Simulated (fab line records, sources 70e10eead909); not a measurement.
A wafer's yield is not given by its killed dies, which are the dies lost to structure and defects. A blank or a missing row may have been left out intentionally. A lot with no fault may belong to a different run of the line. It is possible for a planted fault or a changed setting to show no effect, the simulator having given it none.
Chamber matching | flow nandHarc | 4 sister chambers for NHARC_A_DECK1_JOINT_CMP_02 on cmp-04
The step polishes SiOx. 20 wafers are shown with their chamber, then 10 later ones without.

## WAFERS, EACH WITH ITS CHAMBER
wafer  | chamber | motorCurrentA (A)
L075.1 | 3       | 13.6
L075.3 | 0       | 12.3
L075.4 | 2       | 12.4
L077.3 | 3       | 13.4
L077.4 | 2       | 12.1
L077.5 | 3       | 14.1
L077.1 | 1       | 11.5
L077.2 | 0       | 12.9
L077.6 | 0       | 12.7
L080.1 | 1       | 11.2
L080.4 | 2       | 12.6
L080.5 | 3       | 13.1
L081.3 | 1       | 12.0
L081.4 | 2       | 11.9
L081.5 | 0       | 12.4
L091.2 | 0       | 12.7
L091.3 | 2       | 12.6
L091.5 | 1       | 12.0
L093.1 | 3       | 13.6
L093.5 | 0       | 12.6

SIGNATURES (averages over the wafers above)
reading       | chamber 0 | chamber 1 | chamber 2 | chamber 3 | scatter within a chamber
motorCurrentA | 12.600    | 11.675    | 12.320    | 13.560    | 0.319
Rule: a wafer's distance from a chamber is the root of the sum, over the readings, of the square of ((its reading less the chamber's mean) divided by the reading's scatter). The wafer belongs to the nearest chamber; if the next one is less than 2 further off, it can't be placed. How the scatter is found: for the shown wafers, subtract from each reading the mean of its chamber, square and add these, divide the total by (wafers less chambers), then take the root.

## WAFERS WHOSE CHAMBER IS MISSING
wafer  | motorCurrentA (A)
L093.6 | 10.8
L095.3 | 11.6
L095.5 | 11.7
L095.6 | 12.1
L095.1 | 13.4
L095.2 | 12.6
L095.4 | 12.7
L096.2 | 13.0
L096.3 | 12.0
L096.5 | 12.5

## EACH ONE'S CHAMBER
wafer  | from the rows above          | in truth
L093.6 | 1                            | 1
L095.3 | 1                            | 1
L095.5 | can't be placed: 1 or 2      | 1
L095.6 | can't be placed: 2 or 1 or 0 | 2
L095.1 | 3                            | 3
L095.2 | can't be placed: 0 or 2      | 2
L095.4 | can't be placed: 0 or 2      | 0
L096.2 | can't be placed: 0 or 3 or 2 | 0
L096.3 | can't be placed: 2 or 1 or 0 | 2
L096.5 | can't be placed: 0 or 2      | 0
Placed correctly: 3 of 10. These rows do not allow placing 7 (true chamber among the candidates in 7). Wrongly placed: 0.
